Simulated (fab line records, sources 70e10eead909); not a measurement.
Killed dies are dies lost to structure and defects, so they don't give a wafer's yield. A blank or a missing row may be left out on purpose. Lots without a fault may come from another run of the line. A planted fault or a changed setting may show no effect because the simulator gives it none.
Chamber matching | flow nand_harc | NHARC_P_GATE_ETCH_104 on rie_diel-03: 4 sister chambers
The step etches the open film in CF4/CHF3, target depth 60 nm. 4 wafers are shown with their chamber, then 7 later ones without.

WAFERS WITH THEIR CHAMBER
wafer  | chamber | showerhead_plenum_p_Torr (Torr)
L983.6 | 0       | 1.55
L988.4 | 2       | 1.47
L989.2 | 3       | 1.50
L989.4 | 1       | 1.62

WAFERS WITHOUT THEIR CHAMBER
wafer  | showerhead_plenum_p_Torr (Torr)
L989.6 | 1.50
L991.2 | 1.47
L991.3 | 1.50
L991.5 | 1.47
L993.4 | 1.50
L993.5 | 1.50
L993.6 | 1.54

WHICH CHAMBER EACH WENT THROUGH
wafer  | from the rows above | in truth
L989.6 | 3                   | 3
L991.2 | 2                   | 2
L991.3 | 3                   | 3
L991.5 | 2                   | 2
L993.4 | 3                   | 3
L993.5 | 3                   | 3
L993.6 | 0                   | 0
Placed correctly: 7 of 7. Can't be placed from these rows: 0. Placed wrongly: 0.
How it was worked out, from the rows above alone: a wafer's distance from a chamber is the root of the sum, over the readings, of the square of ((its reading less the chamber's mean) divided by the reading's scatter). The wafer belongs to the nearest chamber; if the next one is less than 2 further off, it can't be placed. A chamber's mean is the mean of its shown wafers. The scatter: with one shown wafer a chamber, the root of the mean of the squares of how far each hidden wafer lies from its nearest shown one.
